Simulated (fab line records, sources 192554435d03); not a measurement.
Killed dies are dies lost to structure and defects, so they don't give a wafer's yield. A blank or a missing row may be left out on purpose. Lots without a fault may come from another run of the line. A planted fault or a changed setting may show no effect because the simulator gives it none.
Which tool did it? | flow n5_finfet | 24 lots, 72 wafers sampled, at 3 steps of a route of 1938

WHAT THE GAUGES READ, wafer by wafer
N5_FIN_CUT_CD_MEAS_08: target cd 29.1 nm.
lot  | measured    | on        | cd_nm (nm)
L074 | day 2 03:06 | cd_sem-01 | 29.02 29.27 29.05
L075 | day 2 08:20 | cd_sem-01 | 28.93 28.98 28.79
L076 | day 2 16:05 | cd_sem-02 | 29.15 29.16 28.98
L077 | day 2 22:52 | cd_sem-02 | 28.98 29.25 29.21
L078 | day 3 03:41 | cd_sem-03 | 29.08 28.98 28.87
L079 | day 3 08:51 | cd_sem-02 | 29.27 29.41 29.04
L080 | day 3 15:47 | cd_sem-01 | 29.24 29.41 28.97
L081 | day 3 21:23 | cd_sem-01 | 29.28 28.92 29.03
L082 | day 4 02:56 | cd_sem-01 | 29.03 28.57 28.87
L083 | day 4 10:48 | cd_sem-02 | 29.16 28.79 28.82
L084 | day 4 14:41 | cd_sem-03 | 29.05 29.33 29.17
L085 | day 4 23:18 | cd_sem-01 | 29.03 29.30 29.20
L086 | day 5 03:53 | cd_sem-01 | 29.62 29.08 29.53
L087 | day 5 08:49 | cd_sem-01 | 29.06 28.74 29.04
L088 | day 5 15:07 | cd_sem-01 | 29.59 29.44 29.02
L089 | day 5 20:58 | cd_sem-01 | 29.12 28.77 28.80
L090 | day 6 04:11 | cd_sem-01 | 29.11 29.45 29.12
L091 | day 6 09:56 | cd_sem-02 | 29.23 29.08 29.47
L092 | day 6 15:43 | cd_sem-02 | 29.29 29.22 29.54
L093 | day 6 20:29 | cd_sem-02 | 29.79 29.16 29.19
L094 | day 7 03:31 | cd_sem-03 | 29.36 29.21 29.64
L095 | day 7 09:17 | cd_sem-01 | 29.03 29.43 29.12
L096 | day 7 14:22 | cd_sem-03 | 28.72 28.88 29.28
L097 | day 7 22:20 | cd_sem-02 | 29.45 29.40 29.10

WHICH TOOL RAN EACH LOT (tool, then ch and the chambers of the sampled wafers, then the start)
lot  | N5_FIN_SAQP_MANDREL1_REMOVE_56  | N5_FIN_SAQP_ETCH_67
L074 | rie_si-03 ch 0,2,3, day 2 00:32 | rie_diel-06 ch 0,2,3, day 2 01:26
L075 | rie_si-03 ch 1,2,3, day 2 05:33 | rie_diel-04 ch 1,3, day 2 06:26
L076 | rie_si-01 ch 0,1, day 2 11:58   | rie_diel-06 ch 0,2,3, day 2 12:52
L077 | rie_si-02 ch 0,1,2, day 2 20:07 | rie_diel-06 ch 0,1, day 2 21:05
L078 | rie_si-01 ch 0,1, day 3 01:00   | rie_diel-04 ch 1,2,3, day 3 01:55
L079 | rie_si-01 ch 1,2, day 3 05:59   | rie_diel-02 ch 2,3, day 3 06:56
L080 | rie_si-02 ch 1,2,3, day 3 13:05 | rie_diel-04 ch 1,2,3, day 3 13:58
L081 | rie_si-03 ch 0,1,2, day 3 18:32 | rie_diel-06 ch 0,2, day 3 19:30
L082 | rie_si-02 ch 0,2,3, day 4 00:18 | rie_diel-04 ch 0,2,3, day 4 01:11
L083 | rie_si-02 ch 0,1, day 4 07:59   | rie_diel-04 ch 0,1,2, day 4 09:00
L084 | rie_si-02 ch 1,2,3, day 4 11:59 | rie_diel-04 ch 0,1,3, day 4 12:53
L085 | rie_si-02 ch 0,1,3, day 4 18:48 | rie_diel-02 ch 1,2, day 4 20:35
L086 | rie_si-02 ch 2,3, day 5 01:04   | rie_diel-06 ch 0,1, day 5 02:02
L087 | rie_si-03 ch 0,3, day 5 06:01   | rie_diel-02 ch 0,3, day 5 07:09
L088 | rie_si-03 ch 1,3, day 5 12:05   | rie_diel-02 ch 0,2,3, day 5 13:14
L089 | rie_si-03 ch 0,2,3, day 5 18:14 | rie_diel-04 ch 2,3, day 5 19:07
L090 | rie_si-03 ch 0,3, day 5 23:44   | rie_diel-06 ch 0,1, day 6 00:43
L091 | rie_si-03 ch 0,1,2, day 6 06:38 | rie_diel-04 ch 1,2,3, day 6 07:40
L092 | rie_si-03 ch 0,1,2, day 6 12:39 | rie_diel-04 ch 0,1, day 6 13:32
L093 | rie_si-03 ch 1,2, day 6 17:44   | rie_diel-04 ch 1,2,3, day 6 18:43
L094 | rie_si-01 ch 0,2,3, day 7 00:52 | rie_diel-02 ch 0,2,3, day 7 01:44
L095 | rie_si-03 ch 0,1, day 7 06:11   | rie_diel-06 ch 0,1,2, day 7 07:29
L096 | rie_si-03 ch 0,3, day 7 11:46   | rie_diel-04 ch 0,3, day 7 12:42
L097 | rie_si-03 ch 0,2,3, day 7 18:41 | rie_diel-04 ch 2,3, day 7 20:15
- N5_FIN_SAQP_MANDREL1_REMOVE_56: chemistry HBr/Cl2/O2, target a-Si, stops on SiNx, bt time 10 s.
- N5_FIN_SAQP_ETCH_67: etches SiNx in CH3F/O2, target depth 30 nm.

WHAT THE TOOLS THEMSELVES READ (means of the sampled wafers that have a number; where no wafer has one, the mark that the record gives instead)
N5_FIN_SAQP_MANDREL1_REMOVE_56.
lot  | tool      | HBr_flow_sccm (sccm) | drypump_motor_current_A (A) | oes_product_au (a.u.) | throttle_valve_pct (%)
L074 | rie_si-03 | 150.2                | 5.6                         | 0.974                 | 36.7
L075 | rie_si-03 | 149.8                | 5.3                         | 0.985                 | 36.8
L076 | rie_si-01 | 149.7                | 5.8                         | 0.996                 | 37.1
L077 | rie_si-02 | 150.3                | 6.0                         | 1.013                 | 36.5
L078 | rie_si-01 | 150.1                | 6.2                         | 1.005                 | 36.9
L079 | rie_si-01 | 150.3                | 5.4                         | 1.009                 | 37.0
L080 | rie_si-02 | 149.6                | 6.1                         | 1.012                 | 36.4
L081 | rie_si-03 | 149.8                | 5.5                         | 0.979                 | 36.9
L082 | rie_si-02 | 149.9                | 6.0                         | 0.998                 | 36.6
L083 | rie_si-02 | 149.9                | 6.0                         | 1.016                 | 36.7
L084 | rie_si-02 | 150.4                | 6.2                         | 1.015                 | 36.4
L085 | rie_si-02 | 149.9                | 6.2                         | 1.016                 | 36.6
L086 | rie_si-02 | 150.7                | 6.2                         | 1.004                 | 36.5
L087 | rie_si-03 | 149.6                | 5.7                         | 0.967                 | 36.9
L088 | rie_si-03 | 150.3                | 5.1                         | 0.995                 | 37.0
L089 | rie_si-03 | 150.2                | 5.6                         | 0.971                 | 36.7
L090 | rie_si-03 | 150.4                | 5.7                         | 0.957                 | 36.9
L091 | rie_si-03 | 150.0                | 5.5                         | 0.974                 | 36.9
L092 | rie_si-03 | 149.9                | 5.5                         | 0.976                 | 36.9
L093 | rie_si-03 | 150.4                | 5.2                         | 0.987                 | 37.0
L094 | rie_si-01 | 150.4                | 5.9                         | 1.001                 | 36.7
L095 | rie_si-03 | 150.2                | 5.3                         | 0.979                 | 37.2
L096 | rie_si-03 | 150.5                | 5.5                         | 0.967                 | 36.8
L097 | rie_si-03 | 149.7                | 5.6                         | 0.974                 | 36.7

N5_FIN_SAQP_ETCH_67.
lot  | tool        | drypump_motor_current_A (A) | oes_product_au (a.u.) | rf_vpp_V (V) | showerhead_plenum_p_Torr (Torr) | throttle_valve_pct (%)
L074 | rie_diel-06 | 5.9                         | 0.78                  | 299          | 2.04                            | 16.19
L075 | rie_diel-04 | 5.8                         | 0.72                  | 296          | 2.02                            | 16.37
L076 | rie_diel-06 | 5.9                         | 0.78                  | 298          | 2.04                            | 16.20
L077 | rie_diel-06 | 6.2                         | 0.83                  | 298          | 2.01                            | 16.07
L078 | rie_diel-04 | 5.9                         | 0.78                  | 294          | 2.03                            | 16.26
L079 | rie_diel-02 | 6.2                         | 0.72                  | 299          | 2.00                            | 16.57
L080 | rie_diel-04 | 5.9                         | 0.77                  | 293          | 2.03                            | 16.27
L081 | rie_diel-06 | 5.9                         | 0.79                  | 296          | 2.02                            | 16.17
L082 | rie_diel-04 | 5.9                         | 0.86                  | 293          | 2.04                            | 16.17
L083 | rie_diel-04 | 5.9                         | 0.85                  | 296          | 2.09                            | 16.30
L084 | rie_diel-04 | 5.9                         | 0.80                  | 295          | 2.02                            | 16.31
L085 | rie_diel-02 | 6.0                         | 0.76                  | 293          | 2.02                            | 16.45
L086 | rie_diel-06 | 6.1                         | 0.81                  | 297          | 2.00                            | 16.11
L087 | rie_diel-02 | 6.1                         | 0.72                  | 298          | 1.93                            | 16.34
L088 | rie_diel-02 | 6.2                         | 0.71                  | 299          | 1.96                            | 16.48
L089 | rie_diel-04 | 5.9                         | 0.82                  | 293          | 2.03                            | 16.17
L090 | rie_diel-06 | 6.0                         | 0.82                  | 297          | 1.97                            | 16.12
L091 | rie_diel-04 | 5.9                         | 0.75                  | 294          | 2.02                            | 16.33
L092 | rie_diel-04 | 5.9                         | 0.84                  | 298          | 2.09                            | 16.36
L093 | rie_diel-04 | 5.8                         | 0.75                  | 294          | 2.02                            | 16.33
L094 | rie_diel-02 | 6.1                         | 0.71                  | 299          | 1.95                            | 16.51
L095 | rie_diel-06 | 5.7                         | 0.77                  | 293          | 1.99                            | 16.21
L096 | rie_diel-04 | 5.9                         | 0.83                  | 293          | 2.02                            | 16.24
L097 | rie_diel-04 | 5.9                         | 0.79                  | 291          | 2.03                            | 16.21

THE ANSWER, worked out from the rows above alone
Rule: what is usual is taken from the lots themselves. Put in order of their means at a reading, lots are off if they are a third of the lots or fewer, leave a main group of 4 or more, and stand apart from it by a gap of 3 or more times the standard deviation of the main group's means; of several such gaps the widest counts. A main group whose means are all the same, to the digits that the tables above print for the reading, isn't used. A lot without any number at a reading at which 4 lots or more have one is off too. The other lots that the step has rows for count as sound. The gauges are gone through in route order, then the tools' own readings, and for those a lot's mean is taken as printed above. The first step at which some lot is off is used, and at that step the reading that is off furthest; a lot without a number counts as furthest.
No lot is off at any reading shown: from this, nothing can be told.

WHAT THE SIMULATOR HAD PUT IN
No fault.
